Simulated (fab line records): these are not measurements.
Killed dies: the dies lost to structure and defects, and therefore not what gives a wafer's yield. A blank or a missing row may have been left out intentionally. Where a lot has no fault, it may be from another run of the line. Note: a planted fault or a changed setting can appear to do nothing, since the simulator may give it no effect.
fab line records -- flow nand-harc
record lots=12, wafers=36, last-day=25
route steps=1159 shown A_STAIRCASE@653 END@1159
lots that met no fault: taken from a fault-free run of the same line
start-h: hours from the record's first day to the start of the lot's first wafer shown -- wait-h: time in hours since the lot's previous step -- " identical to the entry in the row above -- L1.1+2: one row covering several wafers at once -- - no value, or no start given -- * or withheld: withheld -- < > ~ a bound
route shown NAME@n: a module of which the file shows steps, and the number in the route of the first -- usual: the fault-free wafers' mean and standard deviation -- same: alike in all rows -- chamber/n: place in a boat -- sites: each site's reading -- _std_site: their standard deviation -- _edge_site: outer sites' mean less inner sites' -- radius-mm: how far each site lies from the wafer's centre -- mask NAME#n: copy n -- behind: the last tool/chamber to shape the wafer -- hold: what put the lot on hold/how long, in hours/how the hold closed -- device: whichever transistor did not switch (one of n, p or np) -- end of line: the route-end tests of the same wafers -- a step without rows: its recipe alone -- killed: count of dies lost to structure and defects at first sort (not the wafer's yield) -- map: per-die view of a wafer (x killed, . not killed, _ where there is no die)
set.NAME: the setting that was run; set.NAME@STEP: the one run at that earlier step -- model.NAME: the simulator's own value behind a step, which no gauge read
route steps across a sampled set of lots; one table per step, one row per wafer
services: a tool's chamber out of use, with start hour (start-h, from the record's first day; less than 0 if before it), hours out, and reason
## steps
# step NHARC_A_STAIRCASE_DEP_259
# recipe target-thk-a=300, target-thk-nm=30, temp-c=400, pressure-torr=3.5, flow-sccm=200, rf-w=350, material=SiON
# usual heater-power-outer-w=428/100, heater-power-w=722/130
lot.wafer,tool,chamber,start-h,wait-h,heater-power-outer-w,heater-power-w
L381.3,pecvd-01,1,251.38,1.0,340,611
L381.2,pecvd-01,2,251.38,1.0,525,876
L381.6,pecvd-01,1,251.38,1.0,352,611
L383.1,pecvd-02,0,262.81,1.6,488,822
L383.5,pecvd-02,0,262.81,1.6,478,834
L383.6,pecvd-02,1,262.81,1.6,437,774
L384.1,pecvd-04,1,276.44,1.6,570,845
L384.6,pecvd-04,0,276.44,1.6,312,540
L384.4,pecvd-04,2,276.44,1.6,347,545
L385.1,pecvd-02,2,276.92,1.6,281,570
L385.4,pecvd-02,2,276.92,1.6,274,570
L385.6,pecvd-02,0,276.92,1.6,483,823
L388.1,pecvd-02,1,310.71,1.6,478,839
L388.2,pecvd-02,2,310.71,1.6,278,591
L388.4,pecvd-02,1,310.71,1.6,487,829
L391.3,pecvd-04,2,320.12,1.0,348,565
L391.4,pecvd-04,0,320.12,1.0,377,627
L391.5,pecvd-04,2,320.12,1.0,358,560
L390.3,pecvd-02,1,321.82,1.0,467,806
L390.5,pecvd-02,0,321.82,1.0,482,847
L390.6,pecvd-02,1,321.82,1.0,465,781
L393.2,pecvd-01,1,327.95,1.3,351,624
L393.1,pecvd-01,2,327.95,1.3,498,824
L393.6,pecvd-01,2,327.95,1.3,506,839
L394.3,pecvd-01,1,337.43,0.9,320,583
L394.1,pecvd-01,2,337.43,0.9,493,842
L394.5,pecvd-01,1,337.43,0.9,326,590
L395.1,pecvd-04,1,337.85,1.6,609,918
L395.2,pecvd-04,2,337.85,1.6,390,615
L395.5,pecvd-04,1,337.85,1.6,625,949
L400.3,pecvd-04,1,369.51,0.9,658,1027
L400.6,pecvd-04,1,369.51,0.9,670,1019
L400.4,pecvd-04,0,369.51,0.9,331,560
L403.1,pecvd-04,1,397.08,1.6,664,984
L403.3,pecvd-04,2,397.08,1.6,363,578
L403.6,pecvd-04,1,397.08,1.6,673,1001
# step NHARC_A_STAIRCASE_DESCUM_291
# recipe time-s=3, o2-flow-sccm=200, ar-flow-sccm=0, bias-power-w=0, chemistry=O2
# usual chamber-pressure-mTorr=60.00/0.056, drypump-motor-current-A=6.0/0.38, oes-product-au=0.997/0.0082, rf-vpp-V=57.5/0.75, showerhead-plenum-p-Torr=1.89/0.087, throttle-valve-pct=11.311/0.0093
lot.wafer,tool,chamber,start-h,wait-h,chamber-pressure-mTorr,drypump-motor-current-A,oes-product-au,rf-hours-counter-h,rf-vpp-V,showerhead-plenum-p-Torr,throttle-valve-pct
L381.2,rie-diel-01,3,252.46,-,59.98,6.0,0.994,44,57.4,1.93,11.325
L381.3,rie-diel-01,1,252.46,-,59.97,5.6,1.007,43,56.9,1.80,11.300
L381.6,rie-diel-01,3,252.46,-,59.93,6.0,0.996,-,57.5,1.93,11.314
L383.1,rie-diel-06,0,263.79,-,60.01,5.9,0.992,3,56.9,1.96,11.308
L383.5,rie-diel-06,0,263.79,-,60.01,5.9,0.992,-,56.6,1.96,11.306
L383.6,rie-diel-06,1,263.79,-,59.93,6.5,0.995,-,57.9,2.01,11.313
L384.4,rie-diel-06,3,277.90,-,60.08,6.3,1.012,8,56.5,1.77,11.308
L384.1,rie-diel-06,0,277.90,-,59.90,5.9,0.989,8,57.2,1.96,11.306
L384.6,rie-diel-06,3,277.90,-,59.99,6.3,1.005,-,56.6,1.77,11.312
L385.1,rie-diel-01,1,277.98,-,60.03,5.6,0.995,51,56.9,1.79,11.325
L385.4,rie-diel-01,2,277.98,-,60.00,5.8,0.993,46,56.2,1.81,11.314
L385.6,rie-diel-01,3,277.98,-,59.96,6.0,0.982,-,58.3,1.93,11.300
L388.1,rie-diel-06,0,311.76,-,60.01,5.9,0.978,22,58.0,1.96,11.307
L388.4,rie-diel-06,1,311.76,-,60.07,6.6,1.003,22,58.4,2.00,11.324
L388.2,rie-diel-06,3,311.76,-,60.01,6.3,1.013,22,57.1,1.77,11.312
L391.3,rie-diel-06,1,321.08,-,60.09,6.5,0.993,25,57.3,2.00,11.313
L391.4,rie-diel-06,3,321.08,-,60.00,6.3,1.003,26,55.2,1.77,11.310
L391.5,rie-diel-06,2,321.08,-,59.97,6.4,0.989,-,58.2,1.95,11.314
L390.3,rie-diel-06,1,322.63,-,59.87,6.6,1.007,26,57.3,2.00,11.305
L390.6,rie-diel-06,3,322.63,-,60.04,6.2,1.002,-,57.8,1.77,11.312
L390.5,rie-diel-06,0,322.63,-,60.07,5.9,0.989,-,57.6,1.95,11.303
L393.2,rie-diel-13,0,328.90,-,60.01,5.7,1.001,19,58.0,1.94,11.284
L393.1,rie-diel-13,1,328.90,-,59.96,5.3,0.991,20,57.4,1.81,11.301
L393.6,rie-diel-13,1,328.90,-,60.05,5.3,0.998,-,56.8,1.81,11.318
L394.3,rie-diel-01,0,338.41,-,59.99,5.7,1.011,5,56.0,1.88,11.310
L394.1,rie-diel-01,2,338.41,-,60.05,5.8,1.002,5,57.4,1.80,11.313
L394.5,rie-diel-01,3,338.41,-,59.93,6.0,0.999,-,57.8,1.92,11.312
L395.1,rie-diel-13,3,338.82,-,60.02,5.4,1.000,25,57.2,1.77,11.305
L395.2,rie-diel-13,0,338.82,-,59.92,5.6,1.007,22,56.6,1.94,11.304
L395.5,rie-diel-13,3,338.82,-,59.99,5.4,0.997,-,57.1,1.77,11.302
L400.3,rie-diel-13,0,370.37,-,59.93,5.6,1.010,33,59.0,1.93,11.293
L400.4,rie-diel-13,1,370.37,-,60.05,5.3,1.013,35,57.2,1.80,11.314
L400.6,rie-diel-13,1,370.37,-,60.03,5.3,1.009,-,57.4,1.80,11.326
L403.1,rie-diel-06,3,398.05,-,59.96,6.2,0.999,47,56.1,1.76,11.299
L403.3,rie-diel-06,0,398.05,-,59.93,5.9,0.990,57,56.8,1.94,11.302
L403.6,rie-diel-06,2,398.05,-,59.99,6.4,0.991,-,57.9,1.94,11.314
# step NHARC_A_STAIRCASE_ETCH_313
# recipe cf4-flow-sccm=100, chf3-flow-sccm=30, ar-flow-sccm=0, rf-w=500, bias-w=200, chemistry=CF4/CHF3
# usual chamber-pressure-mTorr=24.999/0.026, drypump-motor-current-A=5.9/0.39, oes-product-au=0.933/0.019, rf-vpp-V=369.9/2.3, showerhead-plenum-p-Torr=1.55/0.068, throttle-valve-pct=16.803/0.01
lot.wafer,tool,chamber,start-h,wait-h,chamber-pressure-mTorr,drypump-motor-current-A,oes-product-au,rf-hours-counter-h,rf-vpp-V,showerhead-plenum-p-Torr,throttle-valve-pct
L381.3,rie-diel-06,0,259.16,0.1,24.974,5.9,0.955,2,370.9,1.61,16.801
L381.2,rie-diel-06,2,259.16,0.1,25.017,6.4,0.969,4,373.2,1.61,16.822
L381.6,rie-diel-06,0,259.16,0.1,25.025,5.9,0.950,-,372.4,1.61,16.815
L383.1,rie-diel-13,1,269.42,0.1,24.988,5.3,0.918,56,367.3,1.50,16.822
L383.6,rie-diel-13,3,269.42,0.1,24.991,5.4,0.923,-,368.5,1.47,16.814
L383.5,rie-diel-13,0,269.42,0.1,25.002,5.7,0.902,-,371.8,1.60,16.800
L385.4,rie-diel-01,3,283.12,0.1,24.979,6.0,0.918,55,371.8,1.58,16.790
L385.1,rie-diel-01,0,283.12,0.1,24.991,5.8,0.913,50,369.4,1.55,16.812
L385.6,rie-diel-01,3,283.12,0.1,24.984,6.0,0.915,-,370.7,1.58,16.806
L384.4,rie-diel-01,2,285.28,0.1,24.980,5.8,0.941,48,367.6,1.49,16.800
L384.1,rie-diel-01,3,285.28,0.1,24.997,6.0,0.944,55,370.1,1.58,16.805
L384.6,rie-diel-01,2,285.28,0.1,24.995,5.8,0.942,-,366.2,1.49,16.807
L388.4,rie-diel-13,1,320.15,0.2,25.026,5.3,0.925,15,367.3,1.49,16.797
L388.2,rie-diel-13,2,320.15,0.2,24.967,6.6,0.922,15,374.6,1.70,16.799
L388.1,rie-diel-13,3,320.15,0.2,24.990,5.4,0.913,17,366.4,1.46,16.807
L391.4,rie-diel-13,2,327.15,0.1,24.998,6.5,0.949,21,374.7,1.69,16.800
L391.3,rie-diel-13,0,327.15,0.1,25.028,5.6,0.965,18,371.5,1.59,16.800
L391.5,rie-diel-13,3,327.15,0.1,25.000,5.4,0.932,-,366.3,1.46,16.794
L390.3,rie-diel-01,0,329.84,0.1,24.947,5.7,0.973,2,369.7,1.54,16.797
L390.5,rie-diel-01,2,329.84,0.1,24.996,5.7,0.936,-,366.9,1.49,16.815
L390.6,rie-diel-01,3,329.84,0.1,25.010,6.0,0.966,-,370.3,1.58,16.805
L393.1,rie-diel-01,3,334.14,0.1,24.993,6.0,0.979,4,371.9,1.58,16.799
L393.2,rie-diel-01,0,334.14,0.1,25.056,5.8,0.973,3,369.9,1.54,16.792
L393.6,rie-diel-01,3,334.14,0.1,25.032,6.0,0.966,-,371.6,1.58,16.812
L394.1,rie-diel-06,1,343.90,0.1,25.034,6.5,0.979,36,372.7,1.64,16.826
L394.3,rie-diel-06,0,343.90,0.1,25.005,5.9,0.969,37,371.0,1.60,16.797
L394.5,rie-diel-06,1,343.90,0.1,25.014,6.6,0.962,-,374.0,1.64,16.792
L395.1,rie-diel-06,2,345.33,0.1,25.038,6.4,0.916,35,370.6,1.60,16.810
L395.2,rie-diel-06,3,345.33,0.1,25.049,6.3,0.934,37,366.6,1.46,16.806
L395.5,rie-diel-06,1,345.33,0.1,25.012,6.6,0.923,-,373.1,1.64,16.797
L400.3,rie-diel-06,1,376.81,0.1,25.002,6.5,0.929,49,372.2,1.64,16.818
L400.4,rie-diel-06,1,376.81,0.1,25.021,6.5,0.925,-,372.5,1.64,16.808
L400.6,rie-diel-06,0,376.81,0.1,24.989,5.9,0.925,-,372.2,1.60,16.814
L403.1,rie-diel-06,0,403.37,0.1,24.975,5.9,0.932,61,370.5,1.60,16.796
L403.3,rie-diel-06,1,403.37,0.1,24.996,6.6,0.933,59,373.1,1.63,16.807
L403.6,rie-diel-06,3,403.37,0.1,25.038,6.3,0.933,-,366.3,1.46,16.808
# step NHARC_A_STAIRCASE_ALD_420
# recipe target-thk-a=200, pulse-time-s=6, ald-cycles=200, temp-c=300, material=SiO2
# usual ald-cycles=200/0, heater-power-outer-w=264/23, heater-power-w=462/32, precursor-pulse-height-rel=1.001/0.019
lot.wafer,tool,chamber,start-h,wait-h,ald-cycles,heater-power-outer-w,heater-power-w,precursor-pulse-height-rel
L381.2,ald-hk-02,3,266.86,-,200,267,467,1.003
L381.3,ald-hk-02,0,266.86,-,200,298,482,0.988
L381.6,ald-hk-02,1,266.86,-,200,240,443,1.012
L383.1,ald-hk-01,0,279.59,-,200,244,393,0.969
L383.5,ald-hk-01,2,279.59,-,200,297,476,1.019
L383.6,ald-hk-01,3,279.59,-,200,301,501,1.030
L385.4,ald-hk-04,0,291.67,-,200,259,479,0.987
L385.1,ald-hk-04,1,291.67,-,200,251,434,0.951
L385.6,ald-hk-04,0,291.67,-,200,263,484,0.969
L384.1,ald-hk-04,0,294.75,-,200,260,489,1.009
L384.4,ald-hk-04,1,294.75,-,200,249,430,1.029
L384.6,ald-hk-04,3,294.75,-,200,271,467,0.991
L388.2,ald-hk-01,3,329.95,-,200,301,502,0.998
L388.1,ald-hk-01,0,329.95,-,200,257,404,0.993
L388.4,ald-hk-01,1,329.95,-,200,280,495,0.992
L390.3,ald-hk-02,3,336.04,-,200,268,487,1.026
L390.5,ald-hk-02,2,336.04,-,200,272,486,0.998
L390.6,ald-hk-02,3,336.04,-,200,274,484,1.032
L391.3,ald-hk-04,2,336.48,-,200,231,412,1.046
L391.4,ald-hk-04,3,336.48,-,200,266,474,0.973
L391.5,ald-hk-04,3,336.48,-,200,269,458,0.972
L393.1,ald-hk-04,2,345.28,-,200,229,403,1.011
L393.2,ald-hk-04,3,345.28,-,200,264,458,0.993
L393.6,ald-hk-04,2,345.28,-,200,226,417,1.000
L394.1,ald-hk-01,3,350.19,-,-,-,-,-
L394.3,ald-hk-01,0,350.19,-,-,-,-,-
L394.5,ald-hk-01,1,350.19,-,-,-,-,-
L395.2,ald-hk-01,2,353.61,-,-,-,-,-
L395.1,ald-hk-01,3,353.61,-,-,-,-,-
L395.5,ald-hk-01,0,353.61,-,-,-,-,-
L400.4,ald-hk-04,0,385.62,-,200,255,475,1.014
L400.3,ald-hk-04,2,385.62,-,200,241,436,0.984
L400.6,ald-hk-04,0,385.62,-,200,252,478,1.013
L403.1,ald-hk-02,0,411.36,-,200,301,495,1.001
L403.3,ald-hk-02,2,411.36,-,200,276,469,0.985
L403.6,ald-hk-02,0,411.36,-,200,294,506,0.983
# step NHARC_END_SORT_01
# recipe temp-c=25
# usual killed-at-array=26/11, killed-at-other=0.4/0.78, killed-at-periphery=3.4/2.4, killed-dies=29/11, killed-open=3.1/1.9, killed-short=1.9/1.4
# same gross-dies=677
lot.wafer,tool,chamber,start-h,wait-h,killed-at-array,killed-at-other,killed-at-periphery,killed-dies,killed-open,killed-short
L385.1,prober-02,0,528.84,2.5,22,0,4,26,3,0
L385.4,prober-02,0,531.26,3.4,10,0,4,14,1,1
L385.6,prober-02,0,532.87,4.0,12,1,6,19,1,0
L391.3,prober-01,0,538.20,3.1,37,0,0,37,4,2
L391.4,prober-01,0,539.00,3.4,16,1,7,24,3,1
L391.5,prober-01,0,539.81,3.7,31,0,1,32,3,3
L390.3,prober-01,0,553.86,3.1,32,0,4,36,8,2
L390.5,prober-01,0,555.46,3.7,26,0,2,28,3,1
L390.6,prober-01,0,556.26,4.0,22,0,6,28,7,2
L395.1,prober-01,0,567.79,2.5,674,0,3,677,1,3
L395.2,prober-01,0,568.58,2.8,675,0,2,677,3,1
L395.5,prober-01,0,570.94,3.7,673,0,4,677,2,5
L394.1,prober-01,0,575.54,2.5,673,1,3,677,5,1
L394.3,prober-01,0,577.16,3.1,675,0,2,677,2,2
L394.5,prober-01,0,578.78,3.7,674,1,2,677,2,3
# killed by level:class
L385.1 A_SLIT:chamber-film-flake=12 A_CHANNEL_HOLE_D1:chamber-film-flake=3 P_GATE:chamber-film-flake=2 P_CONTACT:chamber-film-flake=2 A_STAIRCASE:chamber-film-flake=2 A_CONTACT:chamber-film-flake=2 A_CHANNEL_HOLE_D1:geometric-particle:open=1 A_CONTACT:geometric-particle:open=1
L385.4 A_STAIRCASE:chamber-film-flake=4 P_GATE:chamber-film-flake=3 A_SLIT:chamber-film-flake=3 A_ONON_D1:geometric-particle:open=1 A_BLC:geometric-particle:short=1 P_CONTACT:chamber-film-flake=1 A_M1:chamber-film-flake=1
L385.6 A_STAIRCASE:chamber-film-flake=6 P_CONTACT:chamber-film-flake=4 A_SLIT:chamber-film-flake=3 P_GATE:chamber-film-flake=2 A_SGD_CUT:geometric-particle:open=1 A_ZERO_WELL:chamber-film-flake=1 A_CONTACT:chamber-film-flake=1 THIN_TSV:chamber-film-flake=1
L391.3 A_SLIT:chamber-film-flake=19 A_CONTACT:chamber-film-flake=8 A_CHANNEL_HOLE_D1:chamber-film-flake=3 A_CONTACT:geometric-particle:open=2 A_SOURCE_PLATE:geometric-particle:open=1 A_CHANNEL_FILL_D1:geometric-particle:open=1 A_SGD_CUT:geometric-particle:short=1 A_M1:geometric-particle:short=1
L391.4 A_CHANNEL_HOLE_D1:chamber-film-flake=4 A_SLIT:chamber-film-flake=4 A_CONTACT:chamber-film-flake=4 P_GATE:chamber-film-flake=3 A_CHANNEL_HOLE_D1:geometric-particle:open=2 P_STI:chamber-film-flake=2 P_M0:geometric-particle:short=1 A_M0:geometric-particle:open=1
L391.5 A_SLIT:chamber-film-flake=10 A_CONTACT:chamber-film-flake=10 A_CHANNEL_HOLE_D1:chamber-film-flake=4 A_CONTACT:geometric-particle:open=2 A_CHANNEL_HOLE_D1:geometric-particle:short=1 A_WL_FILL:geometric-particle:open=1 A_WL_FILL:geometric-particle:short=1 A_M1:geometric-particle:short=1
L390.3 A_CHANNEL_HOLE_D1:chamber-film-flake=19 A_STAIRCASE:chamber-film-flake=5 P_CONTACT:geometric-particle:open=3 A_BLC:geometric-particle:open=3 A_WL_FILL:geometric-particle:short=1 A_CONTACT:geometric-particle:open=1 A_M0:geometric-particle:open=1 A_M1:geometric-particle:short=1
L390.5 A_CHANNEL_HOLE_D1:chamber-film-flake=20 A_CONTACT:geometric-particle:open=2 A_CONTACT:chamber-film-flake=2 P_GATE:geometric-particle:open=1 A_M1:geometric-particle:short=1 P_M0:chamber-film-flake=1 A_STAIRCASE:chamber-film-flake=1
L390.6 A_CHANNEL_HOLE_D1:chamber-film-flake=11 A_STAIRCASE:chamber-film-flake=3 P_M0:chamber-film-flake=2 P_GATE:geometric-particle:open=1 P_CONTACT:geometric-particle:open=1 P_M0:geometric-particle:open=1 A_CHANNEL_HOLE_D1:geometric-particle:open=1 A_CHANNEL_FILL_D1:geometric-particle:open=1
L395.1 A_STAIRCASE:area-ald=648 A_CHANNEL_HOLE_D1:chamber-film-flake=8 A_SLIT:chamber-film-flake=6 A_CONTACT:chamber-film-flake=4 A_ZERO_WELL:chamber-film-flake=2 A_WL_FILL:chamber-film-flake=2 P_M0:geometric-particle:open=1 P_M0:geometric-particle:short=1
L395.2 A_STAIRCASE:area-ald=645 A_SLIT:chamber-film-flake=18 A_CHANNEL_HOLE_D1:chamber-film-flake=3 A_ZERO_WELL:chamber-film-flake=2 A_CHANNEL_FILL_D1:geometric-particle:open=1 A_WL_FILL:geometric-particle:short=1 A_CONTACT:geometric-particle:open=1 A_M1:geometric-particle:open=1
L395.5 A_STAIRCASE:area-ald=649 A_SLIT:chamber-film-flake=8 A_CHANNEL_HOLE_D1:chamber-film-flake=5 A_CHANNEL_FILL_D1:geometric-particle:short=2 A_STAIRCASE:chamber-film-flake=2 A_CONTACT:chamber-film-flake=2 P_GATE:geometric-particle:open=1 P_M1:geometric-particle:short=1
L394.1 A_STAIRCASE:area-ald=636 A_CHANNEL_HOLE_D1:chamber-film-flake=23 A_SLIT:chamber-film-flake=5 A_SGD_CUT:geometric-particle:open=2 A_CHANNEL_FILL_D1:chamber-film-flake=2 P_GATE:geometric-particle:open=1 A_ONON_D1:geometric-particle:open=1 A_CHANNEL_FILL_D1:geometric-particle:short=1
L394.3 A_STAIRCASE:area-ald=647 A_SLIT:chamber-film-flake=13 A_CHANNEL_HOLE_D1:chamber-film-flake=8 A_STAIRCASE:chamber-film-flake=3 P_GATE:geometric-particle:open=1 P_M1:geometric-particle:short=1 A_WL_FILL:geometric-particle:short=1 A_M1:geometric-particle:open=1
L394.5 A_STAIRCASE:area-ald=634 A_CHANNEL_HOLE_D1:chamber-film-flake=20 A_SLIT:chamber-film-flake=14 A_CHANNEL_FILL_D1:chamber-film-flake=2 P_CONTACT:geometric-particle:short=1 A_ONON_D1:geometric-particle:short=1 A_SGD_CUT:geometric-particle:open=1 A_BLC:geometric-particle:open=1
## services
tool,chamber,start-h,hours,kind
ald-hk-01,-,228.00,10.0,pm
pecvd-01,-,237.35,13.0,pm
rie-diel-06,-,241.27,9.0,pm
rie-diel-06,0,241.27,9.4,vent-cycle
rie-diel-06,1,241.27,9.4,vent-cycle
rie-diel-06,2,241.27,9.4,vent-cycle
rie-diel-01,1,255.60,2.0,repair
rie-diel-01,0,260.84,5.2,repair
pecvd-02,-,266.83,0.2,repair
rie-diel-13,-,276.08,9.0,pm
rie-diel-06,-,296.99,3.5,repair
pecvd-02,-,303.58,1.6,repair
rie-diel-01,1,308.71,14.6,repair
rie-diel-13,2,309.80,3.9,repair
pecvd-01,0,311.79,5.6,repair
rie-diel-01,-,315.40,9.0,pm
ald-hk-01,-,323.00,0.9,repair
rie-diel-01,1,333.90,6.0,repair
pecvd-02,-,334.28,13.0,pm
rie-diel-06,3,359.28,27.0,repair
ald-hk-04,-,364.00,10.0,pm
pecvd-04,-,376.00,13.0,pm
pecvd-01,2,404.77,5.3,repair
ald-hk-01,-,407.35,10.0,pm
## key
first-sign step=NHARC_A_STAIRCASE_ALD_420, reading=tool-record, direction=missing
effect step=NHARC_END_SORT_01, reading=killed-at-array, direction=up, sigmas=61, usual=26, struck=674
more-kills-born-at NHARC_A_STAIRCASE_ALD_420@ald-hk-01=3859
met-at NHARC_A_STAIRCASE_ALD_420
struck-lots L394,L395
later-rows-left-out L394.1,L394.3,L394.5,L395.1,L395.2,L395.5
tester-left-out L394,L395
not-acting-at NHARC_A_STAIRCASE_DEP_259,NHARC_A_STAIRCASE_DESCUM_291,NHARC_A_STAIRCASE_ETCH_313
onset-between 329.95 350.19
fault kind=skipped-step-whole, tool=ald-hk-01, chamber=-, onset-h=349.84, steps=NHARC_A_STAIRCASE_ALD_420, scope=struck-lots-only
# tester-left-out: of these lots the tester's yield and bins aren't shown, on N5 and GAA mostly nor the transistor test; their killed dies are dies lost to structure and defects alone, not to doping, threshold or leakage, so they don't give the yield
# later-rows-left-out: the simulator's readings of these wafers behind a module that went badly wrong aren't trusted and aren't shown, but for the sort
